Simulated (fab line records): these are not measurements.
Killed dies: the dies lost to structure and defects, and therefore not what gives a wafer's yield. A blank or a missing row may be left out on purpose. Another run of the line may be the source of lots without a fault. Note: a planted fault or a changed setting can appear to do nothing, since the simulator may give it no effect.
Lot-split experiment :: flow n5_finfet :: 21 wafers read from 7 lots, route of 1938 steps

## ABOUT THE SPLIT
At N5_BEOL_M14_COAT_04 (resist thk 800 nm), the setting spin_rpm was moved away from the recipe's 1704 rpm on 6 of the 21 wafers read, by -7.6% to +4.3%. This setting was run at the recipe's value on the other wafers.

## FROM THE SPLIT TO THE READING: what the file shows between them, 4 steps
- N5_BEOL_M14_EBR_06
- N5_BEOL_M14_SOFTBAKE_05: time 60 s
- N5_BEOL_M14_DESCUM_15: chemistry O2, time 7.9 s
- N5_BEOL_M14_ETCH_59: etches BARC in N2/H2, target depth 89 nm, overetch 26.7 nm, time 67.9 s

## THE READING
coat_of_BEOL_M14_COAT_04.thk_nm (the simulator's own value, which no gauge read), in nm, at N5_BEOL_M14_VIA_ETCH_16 (etches SiO2 in C4F8/O2/Ar, target depth 1231.3 nm). The file gives no usual value for it. Across the 15 wafers here that went through the recipe, the average is 458.4 nm and the standard deviation 5.6 nm.

wafer: L074.2
tool, chamber at the split: litho_track-04, 0
spin_rpm as run, rpm: 1704
against the recipe: recipe
coat_of_BEOL_M14_COAT_04.thk_nm, nm: 466
against lot-mates on the recipe: -

wafer: L074.4
tool, chamber at the split: litho_track-04, 0
spin_rpm as run, rpm: 1778
against the recipe: +4.3%
coat_of_BEOL_M14_COAT_04.thk_nm, nm: 430
against lot-mates on the recipe: -36.0

wafer: L074.6
tool, chamber at the split: litho_track-04, 0
spin_rpm as run, rpm: 1778
against the recipe: +4.3%
coat_of_BEOL_M14_COAT_04.thk_nm, nm: 442
against lot-mates on the recipe: -24.0

wafer: L075.2
tool, chamber at the split: litho_track-01, 0
spin_rpm as run, rpm: 1704
against the recipe: recipe
coat_of_BEOL_M14_COAT_04.thk_nm, nm: 459.2
against lot-mates on the recipe: -

wafer: L075.4
tool, chamber at the split: litho_track-01, 0
spin_rpm as run, rpm: 1704
against the recipe: recipe
coat_of_BEOL_M14_COAT_04.thk_nm, nm: 448.2
against lot-mates on the recipe: -

wafer: L075.6
tool, chamber at the split: litho_track-01, 0
spin_rpm as run, rpm: 1704
against the recipe: recipe
coat_of_BEOL_M14_COAT_04.thk_nm, nm: 449.8
against lot-mates on the recipe: -

wafer: L082.3
tool, chamber at the split: litho_track-04, 0
spin_rpm as run, rpm: 1704
against the recipe: recipe
coat_of_BEOL_M14_COAT_04.thk_nm, nm: 467
against lot-mates on the recipe: -

wafer: L082.4
tool, chamber at the split: litho_track-04, 0
spin_rpm as run, rpm: 1768
against the recipe: +3.8%
coat_of_BEOL_M14_COAT_04.thk_nm, nm: 451.2
against lot-mates on the recipe: -14.7

wafer: L082.6
tool, chamber at the split: litho_track-04, 0
spin_rpm as run, rpm: 1704
against the recipe: recipe
coat_of_BEOL_M14_COAT_04.thk_nm, nm: 464.8
against lot-mates on the recipe: -

wafer: L084.3
tool, chamber at the split: litho_track-03, 0
spin_rpm as run, rpm: 1704
against the recipe: recipe
coat_of_BEOL_M14_COAT_04.thk_nm, nm: 465.8
against lot-mates on the recipe: -

wafer: L084.4
tool, chamber at the split: litho_track-03, 0
spin_rpm as run, rpm: 1704
against the recipe: recipe
coat_of_BEOL_M14_COAT_04.thk_nm, nm: 454.4
against lot-mates on the recipe: -

wafer: L084.6
tool, chamber at the split: litho_track-03, 0
spin_rpm as run, rpm: 1704
against the recipe: recipe
coat_of_BEOL_M14_COAT_04.thk_nm, nm: 456.8
against lot-mates on the recipe: -

wafer: L086.1
tool, chamber at the split: litho_track-03, 0
spin_rpm as run, rpm: 1704
against the recipe: recipe
coat_of_BEOL_M14_COAT_04.thk_nm, nm: 458.4
against lot-mates on the recipe: -

wafer: L086.2
tool, chamber at the split: litho_track-03, 0
spin_rpm as run, rpm: 1704
against the recipe: recipe
coat_of_BEOL_M14_COAT_04.thk_nm, nm: 460.6
against lot-mates on the recipe: -

wafer: L086.6
tool, chamber at the split: litho_track-03, 0
spin_rpm as run, rpm: 1704
against the recipe: recipe
coat_of_BEOL_M14_COAT_04.thk_nm, nm: 455.4
against lot-mates on the recipe: -

wafer: L095.1
tool, chamber at the split: litho_track-04, 0
spin_rpm as run, rpm: 1704
against the recipe: recipe
coat_of_BEOL_M14_COAT_04.thk_nm, nm: 459.6
against lot-mates on the recipe: -

wafer: L095.4
tool, chamber at the split: litho_track-04, 0
spin_rpm as run, rpm: 1648
against the recipe: -3.3%
coat_of_BEOL_M14_COAT_04.thk_nm, nm: 476.6
against lot-mates on the recipe: +18.9

wafer: L095.6
tool, chamber at the split: litho_track-04, 0
spin_rpm as run, rpm: 1704
against the recipe: recipe
coat_of_BEOL_M14_COAT_04.thk_nm, nm: 455.8
against lot-mates on the recipe: -

wafer: L093.1
tool, chamber at the split: litho_track-04, 0
spin_rpm as run, rpm: 1574
against the recipe: -7.6%
coat_of_BEOL_M14_COAT_04.thk_nm, nm: 493
against lot-mates on the recipe: +39.2

wafer: L093.2
tool, chamber at the split: litho_track-04, 0
spin_rpm as run, rpm: 1704
against the recipe: recipe
coat_of_BEOL_M14_COAT_04.thk_nm, nm: 453.8
against lot-mates on the recipe: -

wafer: L093.4
tool, chamber at the split: litho_track-04, 0
spin_rpm as run, rpm: 1574
against the recipe: -7.6%
coat_of_BEOL_M14_COAT_04.thk_nm, nm: 480.2
against lot-mates on the recipe: +26.4

THE FIT
A straight line over all 21 wafers: coat_of_BEOL_M14_COAT_04.thk_nm changes by -3.98 nm for each +1% of spin_rpm; r = -0.89; the points scatter about the line by 6.4 nm.
The same after taking each lot's own level away (the mean of its wafers on the recipe; 21 wafers): -4.94 nm for each +1%; r = -0.95; scatter 5.2 nm.
Per that fit: largest spin_rpm move, reading shift of 38 nm.
Across the lots, their own levels run from 452.40 to 466.00 nm, a range of 2.4 times the standard deviation given above.
So the lot-to-lot level changes the slope: the two fits differ.
Check: +35.4 nm against its lot-mates is what the line predicts for one of the wafers moved furthest among these (-7.6%) when that wafer is left out of the fit. It came out at +39.2 nm against them.

## THESE WAFERS: OTHER SPLITS
These wafers also went through other splits before the reading. Each is held against what the fit with the lots' levels taken away leaves over:
other split on the same wafers: N5_BEOL_M9_COAT_05 spin_rpm
wafers away from the commonest value: 9
r with coat_of_BEOL_M14_COAT_04.thk_nm (lot level and that fit taken away): -0.06

other split on the same wafers: N5_BEOL_M9_ETCH_61 source_w
wafers away from the commonest value: 9
r with coat_of_BEOL_M14_COAT_04.thk_nm (lot level and that fit taken away): -0.17

other split on the same wafers: N5_BEOL_M10_TRENCH_ETCH_37 time_s
wafers away from the commonest value: 6
r with coat_of_BEOL_M14_COAT_04.thk_nm (lot level and that fit taken away): +0.09

other split on the same wafers: N5_BEOL_M10_SPUTTER_48 power_w
wafers away from the commonest value: 8
r with coat_of_BEOL_M14_COAT_04.thk_nm (lot level and that fit taken away): -0.15

other split on the same wafers: N5_BEOL_M11_ETCH_41 time_s
wafers away from the commonest value: 4
r with coat_of_BEOL_M14_COAT_04.thk_nm (lot level and that fit taken away): -0.36

other split on the same wafers: N5_BEOL_M13_EXPOSE_07 dose_mj
wafers away from the commonest value: 9
r with coat_of_BEOL_M14_COAT_04.thk_nm (lot level and that fit taken away): -0.02

## THE WHOLE CHAIN: every reading that the file lists as answering this split, in the file's order
step: N5_BEOL_M14_COAT_04
what it does: resist thk 800 nm
reading: coat_of_BEOL_M14_COAT_04.thk_nm (the simulator's own value, which no gauge read)
change (the file's fit): -4.24 nm for each +1% of the setting
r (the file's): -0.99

step: N5_BEOL_M14_ETCH_59
what it does: etches BARC in N2/H2, target depth 89 nm, overetch 26.7 nm, time 67.9 s
reading: coat_of_BEOL_M14_COAT_04.thk_nm (the simulator's own value, which no gauge read)
change (the file's fit): -4.53 nm for each +1% of the setting
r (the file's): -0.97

step: N5_BEOL_M14_VIA_ETCH_16
what it does: etches SiO2 in C4F8/O2/Ar, target depth 1231.3 nm
reading: coat_of_BEOL_M14_COAT_04.thk_nm (the simulator's own value, which no gauge read)
change (the file's fit): -4.88 nm for each +1% of the setting
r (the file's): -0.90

## FILE'S OWN FIT
coat_of_BEOL_M14_COAT_04.thk_nm changes by -4.88 nm for each +1% of spin_rpm, r = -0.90.
